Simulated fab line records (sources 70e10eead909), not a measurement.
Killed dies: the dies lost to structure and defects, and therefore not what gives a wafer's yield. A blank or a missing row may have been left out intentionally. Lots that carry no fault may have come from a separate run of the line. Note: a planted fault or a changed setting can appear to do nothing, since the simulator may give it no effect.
Which of the tools did it? ; flow nand harc ; 10 lots, 30 wafers sampled, at 5 steps of a route of 1302

## WHAT EACH GAUGE READ, for each wafer
NHARC_A_SLIT_CD_MEAS_09: target cd 300 nm.
lot;measured;on;cd nm (nm)
L076;day 20 16:49;cd sem-01;300.8 300.9 300.4
L077;day 21 08:00;cd sem-03;300.4 301.1 300.4
L080;day 22 05:10;cd sem-01;300.3 299.9 299.2
L082;day 23 00:35;cd sem-02;299.5 299.4 299.4
L085;day 24 07:28;cd sem-03;300.1 299.8 299.4
L087;day 25 08:51;cd sem-01;299.4 299.6 300.2
L091;day 26 16:35;cd sem-01;299.6 299.3 299.7
L093;day 27 06:11;cd sem-01;300.1 300.4 300.8
L096;day 28 16:41;cd sem-03;300.5 301.3 300.7
L097;day 29 17:08;cd sem-01;300.8 300.7 301.4

## TOOL THAT RAN EACH LOT (tool first, then ch and the chambers of the sampled wafers, then the start)
lot;NHARC_A_STAIRCASE_ETCH_453;NHARC_A_STAIRCASE_DESCUM_443;NHARC_A_STAIRCASE_ETCHBACK_157;NHARC_A_STAIRCASE_DEP_471
L076;rie diel-04 ch 0,1, day 19 21:13 or earlier;rie diel-04 ch 1,2, day 19 21:13;rie diel-02 ch 0,2,3, day 20 03:34;pecvd-02 ch 0,2, day 20 03:51
L077;rie diel-04 ch 0,2,3, day 20 12:32 or earlier;rie diel-04 ch 2,3, day 20 12:32;rie diel-02 ch 0,2,3, day 20 18:51;pecvd-02 ch 0,2, day 20 19:06
L080;rie diel-02 ch 0,2,3, day 21 08:44 or earlier;rie diel-02 ch 0,3, day 21 08:44;rie diel-04 ch 0,2, day 21 14:54;pecvd-03 ch 0, day 21 15:14
L082;rie diel-12 ch 0,1, day 22 03:11 or earlier;rie diel-12 ch 1,3, day 22 03:11;rie diel-04 ch 0,1, day 22 10:16;pecvd-02 ch 0,1,2, day 22 10:32
L085;rie diel-04 ch 0,1,3, day 23 09:15 or earlier;rie diel-12 ch 0,2,3, day 23 09:15;rie diel-12 ch 0,1,3, day 23 15:30;pecvd-03 ch 0,1, day 23 15:48
L087;rie diel-02 ch 0,1, day 24 09:59 or earlier;rie diel-12 ch 0,2, day 24 09:59;rie diel-12 ch 0,1,3, day 24 16:10;pecvd-02 ch 0,2, day 24 16:27
L091;rie diel-04 ch 1,3, day 25 17:52 or earlier;rie diel-04 ch 0,2, day 25 17:52;rie diel-12 ch 0,1,2, day 26 00:07;pecvd-01 ch 0,2, day 26 00:49
L093;rie diel-02 ch 0,2,3, day 26 08:58 or earlier;rie diel-04 ch 0,2,3, day 26 08:58;rie diel-02 ch 0,1,2, day 26 15:10;pecvd-03 ch 1, day 26 15:31
L096;rie diel-02 ch 2,3, day 27 21:06 or earlier;rie diel-04 ch 0,2, day 27 21:06;rie diel-12 ch 1,2,3, day 28 03:14;pecvd-01 ch 0,1,2, day 28 03:29
L097;rie diel-02 ch 0,3, day 28 19:00 or earlier;rie diel-12 ch 0,2,3, day 28 19:00;rie diel-12 ch 1,3, day 29 01:12;pecvd-02 ch 0,2, day 29 01:30
- NHARC_A_STAIRCASE_ETCH_453: etches the open film in CF4/O2, target depth 30 nm, overetch 3 nm, time 16.5 s.
- NHARC_A_STAIRCASE_DESCUM_443: chemistry O2, time 3 s.
- NHARC_A_STAIRCASE_ETCHBACK_157: etches the open film in CH3F/O2, target depth 90 nm, time 167.14 s.
- NHARC_A_STAIRCASE_DEP_471: deposits SiO2, target thk 100 nm.

## THE ANSWER, worked out from the rows above alone
Rule: what is usual is taken from the lots themselves. The widest of any qualifying gaps counts: lots, ordered by their means at a reading, are off when they make up no more than a third of the lots, leave a main group of 4 or more, and stand apart from it by 3 or more times the standard deviation of that group's means. A main group whose means are all the same, to the digits that the tables above print for the reading, isn't used. A lot without any number at a reading at which 4 lots or more have one is off too. Any other lot the step has rows for is counted as sound.
Across all readings shown, no lot is off: no conclusion can be drawn from this.

## WHAT THE SIMULATOR HAD INSERTED
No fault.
